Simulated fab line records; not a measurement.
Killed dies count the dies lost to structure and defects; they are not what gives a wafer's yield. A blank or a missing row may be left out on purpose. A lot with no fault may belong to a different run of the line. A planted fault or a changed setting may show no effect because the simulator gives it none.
A lot that was struck, set against a sound lot | flow nandHarc | 13 steps out of a route of 1302
Sound: these wafers, L365.3, L365.5, L365.6. Struck: wafers L379.1, L379.2, L379.3. At the end, the cause is stated.
Each step with rows lists, per side, the tool, then ch with its chambers, then its first start. Under that, the readings that differ: sound wafers | struck wafers | difference of the means | sigmas: that difference in standard deviations of wafers without a fault.
alike: readings whose means differ by less than 2 such deviations, and words and numbers that are the same on both sides. not compared: withheld readings, readings that some wafer has no value for, bounds like >300 that may hide the same value, and numbers for which the record gives no deviation and whose values overlap.
Wherever a step has rows on one side only, a row that says differs or no value, or a row with sigmas, the two part there. When numbers do not overlap yet have no deviation, they are printed without sigmas and do not part them. A reading missing from all wafers of one side parts the sides only when that side holds two or more wafers.

first, 1 step without rows for these wafers: NHARC_P_BONDPAD_SRD_31 (time 30 s, dry time 20 s).
NHARC_A_START_INSPECT_01:
  sound on defectInspect-01, day 6 13:10; struck on defectInspect-01, day 12 15:56
  alike: rawDefectCount
then, 10 steps without rows for these wafers: NHARC_A_ZERO_WELL_PRECLEAN_00 (cleans in SPM, time 600 s); NHARC_A_ZERO_WELL_SRD_01; NHARC_A_ZERO_WELL_DEHYDRATE_02 (time 120 s); NHARC_A_ZERO_WELL_HMDS_03 (time 30 s); NHARC_A_ZERO_WELL_COAT_18 (time 65 s); NHARC_A_ZERO_WELL_COAT_04 (resist thk 600 nm); NHARC_A_ZERO_WELL_SOFTBAKE_05 (time 70 s); NHARC_A_ZERO_WELL_EBR_06; NHARC_A_ZERO_WELL_EXPOSE_07 (exposes mask A ZERO); NHARC_A_ZERO_WELL_PEB_08 (peb time 80 s).
NHARC_A_ZERO_WELL_DEVELOP_09: time 50 s.
  sound on lithoTrack-05 ch 0, day 6 13:00; struck on lithoTrack-02, day 12 16:00
  no value came back on the struck wafers for chillPlateTempC (C), developerTempC (C), exhaustPa (Pa); on the sound wafers chillPlateTempC (C) reads 22.89 23.04 22.98

WHERE THEY PART
Only at NHARC_A_ZERO_WELL_DEVELOP_09, within this record.

WHY: what had been put in by the simulator
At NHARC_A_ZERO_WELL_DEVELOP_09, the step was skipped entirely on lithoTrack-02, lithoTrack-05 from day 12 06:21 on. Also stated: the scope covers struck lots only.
